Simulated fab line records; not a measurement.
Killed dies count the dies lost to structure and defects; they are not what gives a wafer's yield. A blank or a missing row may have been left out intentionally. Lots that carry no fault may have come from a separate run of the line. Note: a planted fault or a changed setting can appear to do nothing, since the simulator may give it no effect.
fab line records | flow nand_harc
record: lots: 12 wafers: 36 last_day: 32
route steps=1302 shown A_STAIRCASE@667 END@1302
lots that met no fault: from a run of the same line without faults
start_h: hours from the record's first day to the start of the lot's first wafer shown | wait_h: hours from the lot's prior step to this one | " repeats the value in the row above | L1.1+2: a single row standing in for several wafers | - no value present, or no start provided | * or withheld: withheld | < > ~ a bound
route shown NAME@n: names a module that has steps shown in the file, with the first one's number in the route | usual: mean and standard deviation over wafers with no fault | same: alike in all rows | chamber/n: place in a boat | sites: each site's reading | _std_site: their standard deviation | _edge_site: inner sites' mean taken away from outer sites' mean | radius_mm: how far each site lies from the wafer's centre | mask NAME#n: copy n | behind: the tool/chamber that last shaped the wafer | hold: why the lot went on hold/how many hours it stayed there/how the hold came to an end | device: names the non-switching transistor (n, p or np) | end of line: tests run on the same wafers once the route is complete | where a step has no rows: the recipe by itself | killed: not the wafer's yield, but the dies lost to structure and defects at the first sort | map: a wafer's dies, x killed, . not, _ none there
set.NAME: the setting that was run; set.NAME@STEP: the one run at that earlier step | model.NAME: the simulator's own value behind a step, which no gauge read
steps of the route over a sample of lots; a table a step, a row a wafer
services: from which hour (start_h, from the record's first day; less than 0 if before it) a tool's chamber was out of use, for how many hours, and why
== steps ==
step: NHARC_A_STAIRCASE_DESCUM_11
recipe: time_s: 3 o2_flow_sccm: 200 ar_flow_sccm: 0 bias_power_w: 0 chemistry: O2
usual: drypump_motor_current_A: 5.6/0.46 oes_product_au: 1.002/0.0088 rf_vpp_V: 57.7/0.86 showerhead_plenum_p_Torr: 1.89/0.08 throttle_valve_pct: 11.313/0.0085
same: bias_power_w: 0
columns lot.wafer tool chamber start_h wait_h drypump_motor_current_A oes_product_au rf_hours_counter_h rf_vpp_V showerhead_plenum_p_Torr throttle_valve_pct
L227.3 rie_diel-08 3 330.57 - 5.8 1.008 48 57.7 1.85 11.316
L227.2 " 1 " " 5.6 1.017 55 57.8 1.86 11.320
L227.6 " 3 " " 5.8 1.004 - 56.5 1.85 11.301
L231.1 rie_diel-08 3 365.57 - 5.8 1.011 6 56.7 1.84 11.307
L231.4 " 0 " " 4.9 1.010 4 56.4 1.95 11.313
L231.6 " 2 " " 6.1 0.994 - 58.0 1.81 11.297
L232.3 rie_diel-01 3 375.78 - 5.5 0.991 2 57.9 1.98 11.310
L232.2 " 2 " " 5.9 1.010 2 58.0 2.02 11.308
L232.6 " 0 " " 4.9 0.994 - 56.7 1.88 11.312
L230.3 rie_diel-01 3 385.94 - 5.6 0.995 5 58.1 1.98 11.307
L230.4 " 0 " " 4.9 1.001 6 56.7 1.88 11.310
L230.5 " 2 " " 5.9 0.996 - 58.1 2.02 11.317
L233.3 rie_diel-08 2 386.35 - 6.1 1.003 14 58.6 1.81 11.314
L233.1 " 0 " " 4.9 1.009 15 58.3 1.95 11.317
L233.5 " 1 " " 5.6 1.002 - 58.8 1.86 11.319
L234.1 rie_diel-08 0 419.12 - 4.9 1.010 25 57.2 1.95 11.320
L234.4 " 1 " " 5.6 0.998 19 58.7 1.86 11.310
L234.6 " 1 " " 5.6 0.990 - 56.0 1.86 11.317
L238.3 rie_diel-08 1 436.55 - 5.6 0.988 24 58.0 1.85 11.304
L238.1 " 2 " " 6.1 0.991 27 57.3 1.81 11.323
L238.6 " 0 " " 5.0 1.010 - 59.4 1.94 11.317
L245.3 rie_diel-08 2 498.32 - 6.1 0.995 51 56.1 1.80 11.305
L245.5 " 2 " " 6.1 1.000 - 57.4 1.80 11.327
L245.6 " 3 " " 5.8 1.018 - 57.0 1.83 11.315
L244.1 rie_diel-07 1 498.49 - 5.7 1.006 12 58.8 2.05 11.306
L244.6 " 1 " " 5.7 1.016 - 58.7 2.05 11.334
L244.5 " 2 " " 6.1 1.012 - 58.2 1.97 11.323
L247.4 rie_diel-01 3 526.99 - 5.5 1.017 51 58.8 1.97 11.306
L247.5 " 2 " " 5.9 1.006 - 56.9 2.00 11.328
L247.6 " 3 " " 5.5 0.995 - 57.4 1.97 11.300
L249.4 rie_diel-07 1 546.03 - 5.7 1.003 34 59.6 2.04 11.318
L249.2 " 2 " " 6.1 0.988 37 59.0 1.96 11.329
L249.1 " 3 " " 4.7 1.002 38 57.3 1.82 11.327
L250.2 rie_diel-08 1 557.66 - 5.6 0.994 13 56.1 1.84 11.320
L250.3 " 2 " " 6.1 1.004 12 57.6 1.79 11.318
L250.1 " 3 " " 5.8 1.000 15 58.3 1.82 11.313
step: NHARC_A_STAIRCASE_ETCH_19
recipe: target_depth_a: 1000 time_s: 40.5 ion_energy_ev: 400 c4f8_flow_sccm: 20 o2_flow_sccm: 10 ar_flow_sccm: withheld rf_w: 600 bias_w: 1000 chemistry: C4F8/O2
usual: oes_product_au: 0.944/0.011 rf_vpp_V: 894/5.2 run_length_s: 61.9/0.52
columns lot.wafer tool chamber start_h wait_h oes_product_au rf_hours_counter_h rf_vpp_V run_length_s
L227.2 rie_diel-08 3 - - 0.943 48 892 61.5
L227.3 " 0 " " 0.939 48 899 62.0
L227.6 " 1 " " 0.966 - 893 61.9
L231.4 rie_diel-08 2 - - 0.936 7 890 62.4
L231.1 " 3 " " 0.950 7 892 61.8
L231.6 " 0 " " 0.942 - 897 62.0
L232.3 rie_diel-01 1 - - 0.948 3 888 61.0
L232.2 " 2 " " 0.941 3 903 62.5
L232.6 " 2 " " 0.944 - 901 62.8
L230.3 rie_diel-01 2 - - 0.948 6 902 63.0
L230.4 " 0 " " 0.951 7 894 61.5
L230.5 " 2 " " 0.959 - 903 62.7
L233.3 rie_diel-08 2 - - 0.950 15 890 62.7
L233.1 " 3 " " 0.956 18 892 62.1
L233.5 " 2 " " 0.946 - 889 62.4
L234.1 rie_diel-08 2 - - 0.949 23 889 62.2
L234.4 " 0 " " 0.937 26 898 62.2
L234.6 " 3 " " 0.958 - 891 61.6
L238.3 rie_diel-08 2 - - 0.963 28 889 62.2
L238.1 " 3 " " 0.956 33 892 62.0
L238.6 " 1 " " 0.949 - 893 62.3
L245.3 rie_diel-08 1 - - 0.929 47 891 61.9
L245.5 " 0 " " 0.945 - 898 62.1
L245.6 " 1 " " 0.925 - 891 62.5
L244.1 rie_diel-07 1 - - 0.953 14 903 60.7
L244.6 " 1 " " 0.950 - 906 61.3
L244.5 " 2 " " 0.931 - 900 61.7
L247.4 rie_diel-01 3 - - 0.954 52 899 61.8
L247.6 " 0 " " 0.958 - 893 62.0
L247.5 " 1 " " 0.944 - 886 60.9
L249.4 rie_diel-07 2 - - 0.929 37 899 61.3
L249.2 " 3 " " 0.939 39 890 61.7
L249.1 " 0 " " 0.941 17 899 61.6
L250.3 rie_diel-08 3 - - 0.961 15 890 62.1
L250.1 " 1 " " 0.950 14 892 62.0
L250.2 " 2 " " 0.937 13 888 62.4
step: NHARC_A_STAIRCASE_TRIM_22
recipe: time_s: 211.2 o2_flow_sccm: 500 ar_flow_sccm: 0 bias_w: 0 chemistry: O2
usual: drypump_motor_current_A: 5.5/0.47 oes_product_au: 1.003/0.01 rf_vpp_V: 57.8/0.97 showerhead_plenum_p_Torr: 3.52/0.15 throttle_valve_pct: 17.035/0.0086
columns lot.wafer tool chamber start_h wait_h drypump_motor_current_A oes_product_au rf_hours_counter_h rf_vpp_V showerhead_plenum_p_Torr throttle_valve_pct
L227.3 rie_diel-08 3 - - 5.8 1.018 49 58.4 3.42 17.012
L227.2 " 2 " " 6.1 0.989 52 57.7 3.36 17.039
L227.6 " 3 " " 5.8 1.018 - 57.0 3.42 17.034
L231.1 rie_diel-01 1 - - 5.8 1.008 0 57.0 3.30 17.038
L231.4 " 2 " " 5.9 1.010 0 58.5 3.71 17.037
L231.6 " 1 " " 5.8 1.012 - 57.7 3.30 17.041
L232.2 rie_diel-07 2 - - 6.1 1.022 29 56.6 3.64 17.027
L232.3 " 1 " " 5.7 1.008 26 57.3 3.79 17.031
L232.6 " 3 " " 4.7 1.019 - 57.1 3.40 17.041
L230.3 rie_diel-01 2 - - 5.9 1.004 6 57.5 3.71 17.025
L230.4 " 1 " " 5.8 0.997 8 58.8 3.30 17.018
L230.5 " 2 " " 5.9 1.000 - 59.1 3.71 17.040
L233.1 rie_diel-01 0 - - 4.9 0.997 7 57.7 3.47 17.034
L233.3 " 2 " " 5.9 0.993 7 58.7 3.71 17.028
L233.5 " 0 " " 4.9 0.999 - 56.5 3.47 17.047
L234.1 rie_diel-01 3 - - 5.6 1.009 13 58.2 3.64 17.040
L234.4 " 0 " " 5.0 1.000 16 58.1 3.46 17.051
L234.6 " 3 " " 5.5 0.999 - 57.9 3.64 17.031
L238.3 rie_diel-08 1 - - 5.6 0.998 25 56.0 3.43 17.037
L238.1 " 2 " " 6.1 0.998 28 56.9 3.35 17.031
L238.6 " 1 " " 5.6 1.002 - 59.4 3.43 17.035
L245.3 rie_diel-08 3 - - 5.8 1.015 56 56.8 3.38 17.048
L245.6 " 3 " " 5.8 1.010 - 58.2 3.38 17.029
L245.5 " 0 " " 5.0 1.010 - 57.6 3.57 17.034
L244.1 rie_diel-01 0 - - 4.9 1.003 44 56.6 3.45 17.042
L244.5 " 2 " " 5.9 1.001 - 59.0 3.68 17.020
L244.6 " 3 " " 5.6 1.009 - 57.6 3.62 17.045
L247.4 rie_diel-01 0 - - 4.9 1.002 53 57.1 3.44 17.029
L247.6 " 0 " " 4.9 1.005 - 58.5 3.44 17.041
L247.5 " 1 " " 5.8 1.000 - 54.9 3.27 17.034
L249.2 rie_diel-08 2 - - 6.1 0.997 9 57.1 3.33 17.033
L249.4 " 3 " " 5.8 1.001 10 57.4 3.38 17.031
L249.1 " 0 " " 4.9 0.998 2 57.9 3.56 17.030
L250.2 rie_diel-01 2 - - 5.9 1.011 6 56.6 3.67 17.045
L250.3 " 3 " " 5.5 1.002 5 57.9 3.61 17.043
L250.1 " 0 " " 5.0 1.017 6 59.7 3.44 17.028
step: NHARC_A_STAIRCASE_ETCH_27
recipe: target_depth_a: 1000 time_s: 40.5 ion_energy_ev: 400 c4f8_flow_sccm: 20 o2_flow_sccm: 10 ar_flow_sccm: withheld rf_w: 600 bias_w: 1000 chemistry: C4F8/O2
usual: oes_product_au: 0.945/0.012 rf_vpp_V: 895/5.5 run_length_s: 61.8/0.54
columns lot.wafer tool chamber start_h wait_h oes_product_au rf_hours_counter_h rf_vpp_V run_length_s
L227.3 rie_diel-08 1 332.78 - 0.947 56 893 62.0
L227.2 " 3 " " 0.949 49 893 61.9
L227.6 " 1 " " 0.948 - 893 61.9
L231.1 rie_diel-01 2 368.09 - 0.949 0 902 62.5
L231.4 " 3 " " 0.963 0 900 61.7
L231.6 " 0 " " 0.952 - 893 61.6
L232.3 rie_diel-07 2 378.23 - 0.957 30 899 61.4
L232.2 " 3 " " 0.974 34 891 62.1
L232.6 " 3 " " 0.965 - 893 61.4
L230.3 rie_diel-01 0 387.95 - 0.929 7 893 62.4
L230.4 " 2 " " 0.950 7 903 62.5
L230.5 " 3 " " 0.953 - 900 62.2
L233.1 rie_diel-01 2 388.93 - 0.936 7 902 74.8
L233.3 " 1 " " 0.942 9 888 61.0
L233.5 " 2 " " 0.943 - 902 62.7
L234.1 rie_diel-01 2 421.11 - 0.956 19 902 74.7
L234.4 " 0 " " 0.936 16 893 74.2
L234.6 " 2 " " 0.955 - 902 62.8
L238.1 rie_diel-08 1 438.96 - 0.938 25 894 62.6
L238.3 " 2 " " 0.943 29 889 62.3
L238.6 " 2 " " 0.942 - 890 62.2
L245.3 rie_diel-08 0 502.56 - 0.950 54 898 62.1
L245.5 " 2 " " 0.926 - 888 62.7
L245.6 " 3 " " 0.942 - 891 61.4
L244.1 rie_diel-01 2 503.21 - 0.941 51 902 62.6
L244.5 " 1 " " 0.958 - 888 61.4
L244.6 " 2 " " 0.953 - 901 62.5
L247.4 rie_diel-01 0 531.92 - 0.929 54 894 61.5
L247.5 " 0 " " 0.943 - 891 61.7
L247.6 " 1 " " 0.945 - 886 60.9
L249.2 rie_diel-08 3 548.23 - 0.964 10 890 61.5
L249.1 " 0 " " 0.950 2 898 62.2
L249.4 " 1 " " 0.928 10 891 61.9
L250.1 rie_diel-01 2 559.65 - 0.950 6 901 62.7
L250.2 " 3 " " 0.931 6 899 61.7
L250.3 " 1 " " 0.968 7 906 61.2
step: NHARC_END_SORT_01
recipe: temp_c: 25
usual: killed_at_array: 62/18 killed_at_other: 0.9/1.2 killed_at_periphery: 4.2/2.9 killed_dies: 67/17 killed_open: 3.6/1.9 killed_short: 2.5/1.6
same: gross_dies: 677
columns lot.wafer tool chamber start_h wait_h killed_at_array killed_at_other killed_at_periphery killed_dies killed_open killed_short
L233.1 prober-01 0 609.61 2.5 670 1 2 673 3 3
L233.3 prober-01 0 611.21 3.1 88 0 0 88 5 1
L233.5 prober-01 0 612.81 3.7 64 0 0 64 4 3
L234.1 prober-02 0 624.80 2.5 664 0 4 668 2 2
L234.4 prober-02 0 627.22 3.4 676 0 1 677 3 0
L234.6 prober-02 0 628.83 4.0 89 0 4 93 6 4
killed by level:class
L233.1 A_STAIRCASE:area_etch=605 A_SLIT:chamber_film_flake=22 A_CHANNEL_HOLE_D1:chamber_film_flake=21 A_CHANNEL_HOLE_D2:chamber_film_flake=8 A_CONTACT:chamber_film_flake=6 A_CHANNEL_FILL_D2:chamber_film_flake=2 A_WL_FILL:chamber_film_flake=2 P_CONTACT:geometric_particle:short=1
L233.3 A_CHANNEL_HOLE_D1:chamber_film_flake=33 A_SLIT:chamber_film_flake=30 A_CHANNEL_HOLE_D2:chamber_film_flake=11 A_WL_FILL:chamber_film_flake=3 A_BLC:geometric_particle:open=2 A_CHANNEL_FILL_D1:chamber_film_flake=2 A_DECK1_JOINT:geometric_particle:open=1 A_DECK1_JOINT:geometric_particle:short=1
L233.5 A_SLIT:chamber_film_flake=23 A_CHANNEL_HOLE_D1:chamber_film_flake=21 A_CHANNEL_HOLE_D2:chamber_film_flake=10 A_WL_FILL:chamber_film_flake=3 A_SOURCE_PLATE:geometric_particle:open=1 A_ONON_D1:geometric_particle:short=1 A_CHANNEL_FILL_D1:geometric_particle:short=1 A_CHANNEL_HOLE_D2:geometric_particle:open=1
L234.1 A_STAIRCASE:area_etch=584 A_CHANNEL_HOLE_D1:chamber_film_flake=28 A_SLIT:chamber_film_flake=24 A_CHANNEL_HOLE_D2:chamber_film_flake=15 A_WL_FILL:chamber_film_flake=3 A_WL_FILL:geometric_particle:short=2 P_STI:chamber_film_flake=2 P_GATE:chamber_film_flake=2
L234.4 A_STAIRCASE:area_etch=583 A_CHANNEL_HOLE_D1:chamber_film_flake=39 A_SLIT:chamber_film_flake=28 A_CHANNEL_HOLE_D2:chamber_film_flake=13 A_CHANNEL_FILL_D1:chamber_film_flake=3 A_WL_FILL:chamber_film_flake=3 A_M1:chamber_film_flake=2 A_SOURCE_PLATE:geometric_particle:open=1
L234.6 A_SLIT:chamber_film_flake=31 A_CHANNEL_HOLE_D1:chamber_film_flake=29 A_CHANNEL_HOLE_D2:chamber_film_flake=13 A_M1:chamber_film_flake=5 A_CHANNEL_FILL_D1:geometric_particle:short=2 P_CONTACT:geometric_particle:open=1 P_M0:geometric_particle:open=1 P_M1:geometric_particle:open=1
== services ==
columns tool chamber start_h hours kind
rie_diel-08 0 324.62 - clean
rie_diel-08 1 324.62 - clean
rie_diel-08 2 324.62 - clean
rie_diel-08 3 324.62 - clean
rie_diel-08 - 344.08 9.0 pm
rie_diel-08 0 344.08 9.0 vent_cycle
rie_diel-08 1 344.08 9.0 vent_cycle
rie_diel-08 2 344.08 9.0 vent_cycle
rie_diel-08 3 344.08 9.0 vent_cycle
rie_diel-08 0 353.08 - clean
rie_diel-08 0 353.08 - consumable_replace:focus_ring
rie_diel-08 1 353.08 - clean
rie_diel-08 1 353.08 - consumable_replace:focus_ring
rie_diel-01 - 357.45 9.0 pm
rie_diel-07 2 388.69 8.6 repair
rie_diel-08 1 388.98 4.8 repair
rie_diel-07 2 441.62 3.3 repair
rie_diel-01 0 445.29 6.0 repair
rie_diel-07 - 447.46 9.0 pm
rie_diel-07 0 505.31 35.7 repair
rie_diel-08 - 521.13 9.0 pm
rie_diel-08 0 531.37 11.6 repair
rie_diel-01 - 534.69 9.0 pm
rie_diel-08 2 535.16 2.0 repair
== key ==
first_sign: step: NHARC_A_STAIRCASE_ETCH_27 reading: run_length_s direction: up sigmas: 23 usual: * struck: *
effect: step: NHARC_END_SORT_01 reading: killed_dies direction: up sigmas: 35 usual: 67 struck: 673
more_kills_born_at: NHARC_A_STAIRCASE_ETCH_27@rie_diel-01: 1772
met_at NHARC_A_STAIRCASE_ETCH_27
struck_lots L233,L234
struck_wafers L233.1,L234.1,L234.4
later_rows_left_out L233.1,L234.1,L234.4
tester_left_out L233,L234
not_acting_at NHARC_A_STAIRCASE_DESCUM_11,NHARC_A_STAIRCASE_ETCH_19,NHARC_A_STAIRCASE_TRIM_22
onset_between 387.95 388.93
fault: kind: process_parameter_drift tool: rie_diel-01 chamber: - onset_h: 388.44 steps: NHARC_A_STAIRCASE_ETCH_27 channel: time_s offset: * shape: step end_h: 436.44 scope: struck_wafers_only acts_in: * stated: *
tester_left_out: of these lots the tester's yield and bins aren't shown, on N5 and GAA mostly nor the transistor test; their killed dies are dies lost to structure and defects alone, not to doping, threshold or leakage, so they don't give the yield
later_rows_left_out: the simulator's readings of these wafers behind a module that went badly wrong aren't trusted and aren't shown, but for the sort
